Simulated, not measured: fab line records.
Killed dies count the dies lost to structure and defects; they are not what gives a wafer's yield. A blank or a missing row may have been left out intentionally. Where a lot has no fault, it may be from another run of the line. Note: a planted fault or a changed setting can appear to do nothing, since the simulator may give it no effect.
fab line records	flow nand_harc
record lots=24	wafers=72	last_day=33
route steps=1302 shown A_CONTACT@1005
lots untouched by any fault: they come from a run of this same line in which no faults occurred
start_h: start of the lot's first displayed wafer, in hours after the record's first day	wait_h: hours from the lot's prior step to this one	" unchanged from the row above	L1.1+2: one row covering several wafers at once	- no value, or no start given	* or withheld: withheld	< > ~ a bound
route shown NAME@n: names a module that has steps shown in the file, with the first one's number in the route	usual: average and standard deviation across the fault-free wafers	same: alike in all rows	chamber/n: place in a boat	sites: each site's reading	_std_site: standard deviation of those values	_edge_site: inner sites' mean taken away from outer sites' mean	radius_mm: how far each site lies from the wafer's centre	mask NAME#n: copy n	behind: the most recent tool/chamber to have shaped the wafer	hold: what put the lot on hold/how long, in hours/how the hold closed	device: names the non-switching transistor (n, p or np)	end of line: the same wafers' tests at the end of the route	a step given without rows: its recipe and nothing more	killed: not the wafer's yield, but the dies lost to structure and defects at the first sort	map: the dies of a wafer, with x for killed, . for not killed, _ for no die there
set.NAME: the setting that was run; set.NAME@STEP: the one run at that earlier step	model.NAME: the simulator's own value behind a step, which no gauge read
steps of the route over a sample of lots; a table a step, a row a wafer
services: from which hour (start_h, from the record's first day; less than 0 if before it) a tool's chamber was out of use, for how many hours, and why
## steps
# step NHARC_A_CONTACT_ETCH_111
# recipe source_w=withheld	pressure_mtorr=20	bias_v=withheld	time_s=140	target_depth_a=7000	ar_flow_sccm=withheld	c4f8_flow_sccm=withheld	o2_flow_sccm=withheld	chemistry=C4F8/O2/Ar
lot.wafer	tool	chamber	start_h	wait_h	rf_hours_counter_h
L074.1	har_cap_etch-02	0	501.59	-	81
L074.5	"	0	"	"	-
L074.6	"	1	"	"	-
L075.1	har_cap_etch-02	0	511.22	-	83
L075.6	"	1	"	"	-
L075.5	"	0	"	"	-
L077.1	har_cap_etch-01	0	518.78	-	0
L077.4	"	1	"	"	-
L077.6	"	0	"	"	-
L076.3	har_cap_etch-03	0	522.20	-	-
L076.6	"	1	"	"	-
L076.5	"	0	"	"	-
L079.2	har_cap_etch-01	1	530.45	-	4
L079.1	"	0	"	"	4
L079.5	"	1	"	"	-
L078.1	har_cap_etch-02	0	531.83	-	90
L078.4	"	0	"	"	-
L078.5	"	0	"	"	-
L080.2	har_cap_etch-02	0	546.72	-	95
L080.3	"	1	"	"	-
L080.4	"	0	"	"	-
L082.4	har_cap_etch-01	1	574.28	-	-
L082.5	"	0	"	"	-
L082.6	"	1	"	"	-
L081.4	har_cap_etch-02	1	578.04	-	-
L081.3	"	0	"	"	-
L081.6	"	1	"	"	-
L083.2	har_cap_etch-03	1	581.21	-	55
L083.1	"	0	"	"	55
L083.5	"	1	"	"	-
L084.2	har_cap_etch-03	0	591.18	-	57
L084.3	"	0	"	"	-
L084.6	"	1	"	"	-
L087.4	har_cap_etch-03	0	602.33	-	-
L087.3	"	1	"	"	-
L087.5	"	0	"	"	-
L086.3	har_cap_etch-01	1	603.42	-	-
L086.5	"	1	"	"	-
L086.6	"	0	"	"	-
L085.4	har_cap_etch-03	1	607.80	-	-
L085.5	"	1	"	"	-
L085.6	"	0	"	"	-
L089.1	har_cap_etch-02	0	627.68	-	111
L089.4	"	1	"	"	-
L089.6	"	0	"	"	-
L088.2	har_cap_etch-01	1	642.66	-	24
L088.4	"	1	"	"	-
L088.5	"	1	"	"	-
L091.1	har_cap_etch-03	1	647.71	-	69
L091.3	"	0	"	"	-
L091.6	"	1	"	"	-
L090.3	har_cap_etch-02	1	659.30	-	-
L090.6	"	0	"	"	-
L090.5	"	1	"	"	-
L092.3	har_cap_etch-02	1	676.88	-	-
L092.4	"	0	"	"	-
L092.6	"	1	"	"	-
L093.2	har_cap_etch-03	0	678.54	-	74
L093.1	"	1	"	"	74
L093.3	"	0	"	"	-
L095.1	har_cap_etch-01	0	692.99	-	33
L095.2	"	1	"	"	33
L095.4	"	0	"	"	-
L094.4	har_cap_etch-02	0	694.12	-	-
L094.6	"	0	"	"	-
L094.5	"	1	"	"	-
L096.4	har_cap_etch-03	0	713.76	-	-
L096.3	"	1	"	"	-
L096.5	"	1	"	"	-
L097.4	har_cap_etch-02	1	714.08	-	-
L097.5	"	1	"	"	-
L097.6	"	0	"	"	-
# step NHARC_A_CONTACT_ETCH_120
# recipe source_w=withheld	pressure_mtorr=20	bias_v=3000	time_s=190	target_depth_a=18500	ar_flow_sccm=withheld	c4f8_flow_sccm=withheld	o2_flow_sccm=withheld	chemistry=C4F8/O2/Ar
lot.wafer	tool	chamber	start_h	wait_h	rf_hours_counter_h
L074.1	har_cap_etch-02	0	503.16	0.1	82
L074.5	"	0	"	"	-
L074.6	"	1	"	"	-
L075.1	har_cap_etch-02	0	512.77	0.1	84
L075.6	"	1	"	"	-
L075.5	"	0	"	"	-
L077.1	har_cap_etch-01	0	520.35	0.1	1
L077.4	"	1	"	"	-
L077.6	"	0	"	"	-
L076.3	har_cap_etch-03	0	523.75	0.1	-
L076.6	"	1	"	"	-
L076.5	"	0	"	"	-
L079.2	har_cap_etch-01	1	532.01	0.1	5
L079.1	"	0	"	"	5
L079.5	"	1	"	"	-
L078.1	har_cap_etch-02	0	533.40	0.1	92
L078.4	"	0	"	"	-
L078.5	"	0	"	"	-
L080.2	har_cap_etch-02	0	548.28	0.1	96
L080.3	"	1	"	"	-
L080.4	"	0	"	"	-
L082.4	har_cap_etch-01	1	575.84	0.1	-
L082.5	"	0	"	"	-
L082.6	"	1	"	"	-
L081.4	har_cap_etch-02	1	580.12	0.2	-
L081.3	"	0	"	"	-
L081.6	"	1	"	"	-
L083.2	har_cap_etch-03	1	582.78	0.1	56
L083.1	"	0	"	"	56
L083.5	"	1	"	"	-
L084.2	har_cap_etch-03	0	593.28	0.2	59
L084.3	"	0	"	"	-
L084.6	"	1	"	"	-
L087.4	har_cap_etch-03	0	604.41	0.2	-
L087.3	"	1	"	"	-
L087.5	"	0	"	"	-
L086.3	har_cap_etch-01	1	604.98	0.1	-
L086.5	"	1	"	"	-
L086.6	"	0	"	"	-
L085.4	har_cap_etch-03	1	609.52	0.1	-
L085.5	"	1	"	"	-
L085.6	"	0	"	"	-
L089.1	har_cap_etch-02	0	629.25	0.1	112
L089.4	"	1	"	"	-
L089.6	"	0	"	"	-
L088.2	har_cap_etch-01	1	644.23	0.1	26
L088.4	"	1	"	"	-
L088.5	"	1	"	"	-
L091.1	har_cap_etch-03	1	649.81	0.2	70
L091.3	"	0	"	"	-
L091.6	"	1	"	"	-
L090.3	har_cap_etch-02	1	660.85	0.1	-
L090.6	"	0	"	"	-
L090.5	"	1	"	"	-
L092.3	har_cap_etch-02	1	678.44	0.1	-
L092.4	"	0	"	"	-
L092.6	"	1	"	"	-
L093.2	har_cap_etch-03	0	680.11	0.1	75
L093.1	"	1	"	"	75
L093.3	"	0	"	"	-
L095.1	har_cap_etch-01	0	694.56	0.1	34
L095.2	"	1	"	"	34
L095.4	"	0	"	"	-
L094.4	har_cap_etch-02	0	695.68	0.1	-
L094.6	"	0	"	"	-
L094.5	"	1	"	"	-
L096.4	har_cap_etch-03	0	715.32	0.1	-
L096.3	"	1	"	"	-
L096.5	"	1	"	"	-
L097.4	har_cap_etch-02	1	716.16	0.2	-
L097.5	"	1	"	"	-
L097.6	"	0	"	"	-
# step NHARC_A_CONTACT_ETCH_122
# recipe source_w=withheld	pressure_mtorr=20	bias_v=3000	time_s=190	target_depth_a=18500	ar_flow_sccm=withheld	c4f8_flow_sccm=withheld	o2_flow_sccm=withheld	chemistry=C4F8/O2/Ar
lot.wafer	tool	chamber	start_h	wait_h	rf_hours_counter_h
L074.1	har_cap_etch-02	0	503.50	0.1	82
L074.5	"	0	"	"	-
L074.6	"	1	"	"	-
L075.1	har_cap_etch-02	0	513.11	0.1	85
L075.6	"	1	"	"	-
L075.5	"	0	"	"	-
L077.1	har_cap_etch-01	0	520.69	0.1	2
L077.4	"	1	"	"	-
L077.6	"	0	"	"	-
L076.3	har_cap_etch-03	0	524.09	0.1	-
L076.6	"	1	"	"	-
L076.5	"	0	"	"	-
L079.2	har_cap_etch-01	1	532.35	0.1	5
L079.1	"	0	"	"	5
L079.5	"	1	"	"	-
L078.1	har_cap_etch-02	0	533.74	0.1	92
L078.4	"	0	"	"	-
L078.5	"	0	"	"	-
L080.2	har_cap_etch-02	0	548.63	0.1	96
L080.3	"	1	"	"	-
L080.4	"	0	"	"	-
L082.4	har_cap_etch-01	1	576.18	0.1	-
L082.5	"	0	"	"	-
L082.6	"	1	"	"	-
L081.4	har_cap_etch-02	1	580.58	0.2	-
L081.3	"	0	"	"	-
L081.6	"	1	"	"	-
L083.2	har_cap_etch-03	1	583.12	0.1	57
L083.1	"	0	"	"	57
L083.5	"	1	"	"	-
L084.2	har_cap_etch-03	0	593.74	0.2	59
L084.3	"	0	"	"	-
L084.6	"	1	"	"	-
L087.4	har_cap_etch-03	0	604.87	0.2	-
L087.3	"	1	"	"	-
L087.5	"	0	"	"	-
L086.3	har_cap_etch-01	1	605.32	0.1	-
L086.5	"	1	"	"	-
L086.6	"	0	"	"	-
L085.4	har_cap_etch-03	1	609.86	0.1	-
L085.5	"	1	"	"	-
L085.6	"	0	"	"	-
L089.1	har_cap_etch-02	0	629.59	0.1	112
L089.4	"	1	"	"	-
L089.6	"	0	"	"	-
L088.2	har_cap_etch-01	1	644.57	0.1	26
L088.4	"	1	"	"	-
L088.5	"	1	"	"	-
L091.1	har_cap_etch-03	1	650.26	0.2	70
L091.3	"	0	"	"	-
L091.6	"	1	"	"	-
L090.3	har_cap_etch-02	1	661.19	0.1	-
L090.6	"	0	"	"	-
L090.5	"	1	"	"	-
L092.3	har_cap_etch-02	1	678.78	0.1	-
L092.4	"	0	"	"	-
L092.6	"	1	"	"	-
L093.2	har_cap_etch-03	0	680.45	0.1	76
L093.1	"	1	"	"	76
L093.3	"	0	"	"	-
L095.1	har_cap_etch-01	0	694.89	0.1	35
L095.2	"	1	"	"	35
L095.4	"	0	"	"	-
L094.4	har_cap_etch-02	0	696.02	0.1	-
L094.6	"	0	"	"	-
L094.5	"	1	"	"	-
L096.4	har_cap_etch-03	0	715.67	0.1	-
L096.3	"	1	"	"	-
L096.5	"	1	"	"	-
L097.4	har_cap_etch-02	1	716.62	0.2	-
L097.5	"	1	"	"	-
L097.6	"	0	"	"	-
# step NHARC_A_CONTACT_CD_MEAS_69
# recipe target_cd_nm=300	landing_energy_ev=500
# usual cd_nm=300.0/0.64
lot.wafer	tool	chamber	start_h	wait_h	cd_nm
L074.1	cd_sem-03	0	509.79	-	300.1
L074.5	"	0	"	"	300.8
L074.6	"	0	"	"	300.2
L075.1	cd_sem-01	0	519.38	-	301.8
L075.5	"	0	"	"	301.7
L075.6	"	0	"	"	300.6
L077.1	cd_sem-03	0	527.22	-	300.9
L077.4	"	0	"	"	299.9
L077.6	"	0	"	"	300.6
L076.3	cd_sem-01	0	532.91	-	300.0
L076.5	"	0	"	"	299.9
L076.6	"	0	"	"	299.4
L079.1	cd_sem-02	0	540.34	-	300.5
L079.2	"	0	"	"	300.3
L079.5	"	0	"	"	300.1
L078.1	cd_sem-03	0	543.37	-	299.8
L078.4	"	0	"	"	298.7
L078.5	"	0	"	"	299.4
L080.2	cd_sem-01	0	554.76	-	300.8
L080.3	"	0	"	"	300.0
L080.4	"	0	"	"	300.5
L082.4	cd_sem-02	0	582.39	-	299.3
L082.5	"	0	"	"	299.0
L082.6	"	0	"	"	300.6
L081.3	cd_sem-01	0	586.99	-	299.3
L081.4	"	0	"	"	300.5
L081.6	"	0	"	"	299.8
L083.1	cd_sem-01	0	591.53	-	300.4
L083.2	"	0	"	"	299.5
L083.5	"	0	"	"	300.0
L084.2	cd_sem-01	0	601.94	-	300.3
L084.3	"	0	"	"	298.7
L084.6	"	0	"	"	300.1
L087.3	cd_sem-01	0	612.03	-	301.1
L087.4	"	0	"	"	300.5
L087.5	"	0	"	"	301.0
L086.3	cd_sem-02	0	612.99	-	300.0
L086.5	"	0	"	"	299.4
L086.6	"	0	"	"	299.5
L085.4	cd_sem-02	0	616.86	-	300.6
L085.5	"	0	"	"	300.6
L085.6	"	0	"	"	300.3
L089.1	cd_sem-02	0	635.88	-	300.1
L089.4	"	0	"	"	299.2
L089.6	"	0	"	"	300.1
L088.2	cd_sem-01	0	650.88	-	301.1
L088.4	"	0	"	"	300.7
L088.5	"	0	"	"	300.9
L091.1	cd_sem-01	0	657.41	-	299.8
L091.3	"	0	"	"	299.7
L091.6	"	0	"	"	300.1
L090.3	cd_sem-02	0	668.29	-	300.3
L090.5	"	0	"	"	299.8
L090.6	"	0	"	"	299.6
L092.3	cd_sem-03	0	685.41	-	299.7
L092.4	"	0	"	"	299.5
L092.6	"	0	"	"	299.4
L093.1	cd_sem-02	0	686.65	-	299.3
L093.2	"	0	"	"	300.2
L093.3	"	0	"	"	299.4
L095.1	cd_sem-02	0	701.18	-	299.8
L095.2	"	0	"	"	299.6
L095.4	"	0	"	"	299.4
L094.4	cd_sem-02	0	703.32	-	300.1
L094.5	"	0	"	"	299.7
L094.6	"	0	"	"	300.9
L096.3	cd_sem-01	0	722.02	-	300.3
L096.4	"	0	"	"	300.8
L096.5	"	0	"	"	300.5
L097.4	cd_sem-03	0	723.06	-	300.9
L097.5	"	0	"	"	300.6
L097.6	"	0	"	"	300.5
# step NHARC_A_CONTACT_ETCH_76
# recipe target_depth_a=2600	over_etch_frac=0.3	time_s=475.3	ion_energy_ev=200	n2_flow_sccm=150	h2_flow_sccm=150	ar_flow_sccm=0	rf_w=400	bias_w=150	chemistry=N2/H2
# usual drypump_motor_current_A=6.2/0.33	oes_product_au=0.997/0.01	rf_vpp_V=430/3.1	showerhead_plenum_p_Torr=2.02/0.11	throttle_valve_pct=14.171/0.0098
lot.wafer	tool	chamber	start_h	wait_h	drypump_motor_current_A	oes_product_au	rf_hours_counter_h	rf_vpp_V	showerhead_plenum_p_Torr	throttle_valve_pct
L074.1	rie_diel-11	1	-	-	5.5	0.990	24	430	2.00	14.162
L074.6	"	0	"	"	5.8	0.995	-	431	2.04	14.176
L074.5	"	1	"	"	5.5	1.002	-	430	2.01	14.167
L075.1	rie_diel-10	2	-	-	6.5	0.988	14	427	1.91	14.162
L075.6	"	0	"	"	6.1	1.014	-	434	2.16	14.163
L075.5	"	1	"	"	6.0	1.011	-	430	2.09	14.162
L077.4	rie_diel-10	2	-	-	6.5	0.981	16	425	1.91	14.186
L077.1	"	3	"	"	6.6	0.991	16	428	1.93	14.147
L077.6	"	3	"	"	6.6	0.984	-	428	1.93	14.177
L076.3	rie_diel-03	2	-	-	6.7	0.991	21	434	2.19	14.163
L076.6	"	1	"	"	6.1	1.004	-	427	1.91	14.161
L076.5	"	2	"	"	6.7	0.989	-	434	2.19	14.166
L079.2	rie_diel-11	0	-	-	5.8	0.986	34	432	2.04	14.170
L079.1	"	2	"	"	5.7	1.005	32	427	1.88	14.181
L079.5	"	1	"	"	5.5	0.988	-	430	2.00	14.161
L078.4	rie_diel-10	0	-	-	6.1	1.017	17	433	2.16	14.174
L078.1	"	1	"	"	6.0	1.003	17	432	2.09	14.173
L078.5	"	3	"	"	6.6	0.986	-	428	1.93	14.161
L080.4	rie_diel-10	1	-	-	6.0	0.998	19	432	2.09	14.181
L080.2	"	2	"	"	6.5	0.986	20	428	1.91	14.179
L080.3	"	0	"	"	6.1	1.003	19	433	2.16	14.174
L082.4	rie_diel-10	0	-	-	6.1	1.014	24	433	2.16	14.180
L082.5	"	3	"	"	6.6	0.998	-	428	1.92	14.183
L082.6	"	0	"	"	6.1	1.008	-	435	2.16	14.170
L081.3	rie_diel-03	2	-	-	6.7	0.987	39	436	2.18	14.156
L081.4	"	3	"	"	6.2	0.975	37	427	1.98	14.178
L081.6	"	0	"	"	6.4	0.997	-	427	1.93	14.171
L083.2	rie_diel-10	0	591.99	0.1	6.1	1.011	27	436	2.16	14.172
L083.1	"	1	"	"	6.0	1.000	26	433	2.09	14.187
L083.5	"	1	"	"	6.0	0.996	-	432	2.09	14.162
L084.2	rie_diel-11	3	-	-	6.5	1.005	52	433	2.18	14.174
L084.3	"	1	"	"	5.5	0.990	55	429	2.00	14.154
L084.6	"	0	"	"	5.8	0.999	-	431	2.03	14.170
L087.3	rie_diel-10	2	-	-	6.5	0.998	1	428	1.91	14.167
L087.4	"	1	"	"	6.0	1.001	1	433	2.09	14.179
L087.5	"	3	"	"	6.6	0.985	-	428	1.92	14.180
L086.3	rie_diel-10	0	-	-	6.1	1.004	3	433	2.15	14.180
L086.5	"	0	"	"	6.1	1.009	-	433	2.15	14.165
L086.6	"	1	"	"	6.0	1.001	-	432	2.09	14.179
L085.4	rie_diel-10	1	-	-	6.1	1.004	3	433	2.09	14.168
L085.6	"	2	"	"	6.5	0.989	-	428	1.91	14.156
L085.5	"	3	"	"	6.6	0.991	-	427	1.92	14.160
L089.1	rie_diel-10	1	-	-	6.0	1.010	6	432	2.09	14.174
L089.6	"	2	"	"	6.5	0.999	-	426	1.91	14.166
L089.4	"	1	"	"	6.1	1.008	-	432	2.09	14.176
L088.4	rie_diel-10	1	-	-	5.9	1.000	8	432	2.09	14.193
L088.2	"	0	"	"	6.1	0.998	9	434	2.15	14.160
L088.5	"	1	"	"	6.0	0.990	-	433	2.09	14.175
L091.1	rie_diel-03	1	-	-	6.0	0.995	5	426	1.90	14.188
L091.3	"	2	"	"	6.8	0.990	6	433	2.17	14.181
L091.6	"	0	"	"	6.3	0.986	-	427	1.92	14.160
L090.3	rie_diel-10	1	-	-	6.0	1.007	12	432	2.08	14.163
L090.5	"	2	"	"	6.5	0.996	-	428	1.91	14.165
L090.6	"	3	"	"	6.5	0.976	-	428	1.92	14.172
L092.3	rie_diel-10	0	-	-	6.1	1.016	14	434	2.15	14.179
L092.4	"	2	"	"	6.5	0.985	14	426	1.91	14.168
L092.6	"	0	"	"	6.1	1.002	-	434	2.15	14.169
L093.3	rie_diel-10	0	-	-	6.1	1.007	15	433	2.15	14.192
L093.1	"	1	"	"	6.0	1.013	14	433	2.08	14.167
L093.2	"	3	"	"	6.6	0.985	14	428	1.92	14.164
L095.2	rie_diel-03	1	-	-	6.0	1.004	17	426	1.90	14.173
L095.4	"	2	"	"	6.7	0.992	16	434	2.17	14.176
L095.1	"	3	"	"	6.3	1.000	18	428	1.97	14.181
L094.4	rie_diel-11	1	-	-	5.5	0.998	24	430	1.99	14.186
L094.6	"	1	"	"	5.5	1.009	-	429	1.99	14.158
L094.5	"	2	"	"	5.7	0.995	-	435	2.21	14.176
L096.4	rie_diel-10	2	-	-	6.5	0.984	19	426	1.90	14.163
L096.3	"	0	"	"	6.1	0.999	19	435	2.15	14.172
L096.5	"	3	"	"	6.6	0.986	-	428	1.92	14.178
L097.4	rie_diel-11	0	-	-	5.8	0.998	35	430	2.02	14.170
L097.6	"	3	"	"	6.5	1.018	-	434	2.17	14.161
L097.5	"	0	"	"	5.8	1.008	-	428	2.02	14.168
# step NHARC_A_CONTACT_ETCH_127
# recipe source_w=withheld	pressure_mtorr=20	bias_v=3000	time_s=197	target_depth_a=19180	ar_flow_sccm=withheld	c4f8_flow_sccm=withheld	o2_flow_sccm=withheld	chemistry=C4F8/O2/Ar
lot.wafer	tool	chamber	start_h	wait_h	rf_hours_counter_h
L074.1	har_cap_etch-03	1	512.27	0.2	43
L074.5	"	1	"	"	-
L074.6	"	0	"	"	-
L075.1	har_cap_etch-02	0	521.71	0.1	87
L075.5	"	1	"	"	-
L075.6	"	0	"	"	-
L077.1	har_cap_etch-02	1	529.55	0.1	89
L077.4	"	1	"	"	-
L077.6	"	1	"	"	-
L076.3	har_cap_etch-03	0	535.24	0.1	-
L076.5	"	0	"	"	-
L076.6	"	1	"	"	-
L079.2	har_cap_etch-02	1	542.63	0.1	93
L079.1	"	0	"	"	93
L079.5	"	0	"	"	-
L078.1	har_cap_etch-01	0	546.15	0.1	8
L078.4	"	0	"	"	-
L078.5	"	0	"	"	-
L080.2	har_cap_etch-02	1	557.03	0.1	97
L080.3	"	1	"	"	-
L080.4	"	0	"	"	-
L082.4	har_cap_etch-01	0	584.76	0.1	-
L082.5	"	1	"	"	-
L082.6	"	0	"	"	-
L081.4	har_cap_etch-02	1	589.59	0.2	-
L081.3	"	0	"	"	-
L081.6	"	0	"	"	-
L083.1	har_cap_etch-02	1	594.72	0.1	103
L083.2	"	0	"	"	103
L083.5	"	1	"	"	-
L084.2	har_cap_etch-02	1	604.88	0.1	106
L084.3	"	1	"	"	-
L084.6	"	0	"	"	-
L087.4	har_cap_etch-01	1	614.37	0.1	-
L087.3	"	0	"	"	-
L087.5	"	0	"	"	-
L086.3	har_cap_etch-02	1	615.59	0.1	-
L086.6	"	0	"	"	-
L086.5	"	1	"	"	-
L085.4	har_cap_etch-01	1	619.25	0.1	-
L085.6	"	0	"	"	-
L085.5	"	1	"	"	-
L089.1	har_cap_etch-03	0	638.52	0.1	67
L089.4	"	1	"	"	-
L089.6	"	1	"	"	-
L088.2	har_cap_etch-01	1	653.21	0.1	27
L088.4	"	1	"	"	-
L088.5	"	0	"	"	-
L091.1	har_cap_etch-03	1	659.71	0.1	71
L091.3	"	1	"	"	-
L091.6	"	1	"	"	-
L090.3	har_cap_etch-01	0	670.83	0.1	-
L090.6	"	1	"	"	-
L090.5	"	0	"	"	-
L092.3	har_cap_etch-02	0	687.74	0.1	-
L092.4	"	1	"	"	-
L092.6	"	1	"	"	-
L093.2	har_cap_etch-03	0	688.96	0.1	77
L093.1	"	1	"	"	77
L093.3	"	0	"	"	-
L095.1	har_cap_etch-03	1	703.46	0.1	80
L095.2	"	0	"	"	80
L095.4	"	0	"	"	-
L094.4	har_cap_etch-02	1	705.65	0.1	-
L094.5	"	1	"	"	-
L094.6	"	0	"	"	-
L096.3	har_cap_etch-01	0	724.36	0.1	-
L096.4	"	1	"	"	-
L096.5	"	0	"	"	-
L097.4	har_cap_etch-03	0	725.38	0.1	-
L097.5	"	0	"	"	-
L097.6	"	1	"	"	-
## services
tool	chamber	start_h	hours	kind
rie_diel-11	2	480.26	1.8	repair
har_cap_etch-01	-	497.00	17.0	pm
har_cap_etch-01	0	497.00	17.0	vent_cycle
har_cap_etch-01	1	497.00	17.0	vent_cycle
rie_diel-10	0	502.25	-	clean
rie_diel-10	1	502.25	-	clean
rie_diel-10	2	502.25	-	clean
rie_diel-10	3	502.25	-	clean
har_cap_etch-01	0	514.00	-	clean
har_cap_etch-01	1	514.00	-	clean
har_cap_etch-01	1	514.00	-	consumable_replace:focus_ring
rie_diel-10	0	526.75	-	clean
rie_diel-10	1	526.75	-	clean
har_cap_etch-01	-	556.44	1.4	repair
rie_diel-10	3	584.32	14.6	repair
rie_diel-03	3	593.75	15.1	repair
rie_diel-10	-	596.77	9.0	pm
rie_diel-11	-	609.53	9.0	pm
har_cap_etch-02	-	624.21	1.0	repair
rie_diel-10	3	632.89	4.0	repair
rie_diel-03	-	635.43	9.0	pm
rie_diel-03	-	679.03	0.6	repair
rie_diel-03	0	689.40	2.4	repair
rie_diel-03	1	716.53	9.4	repair
## key
fault none
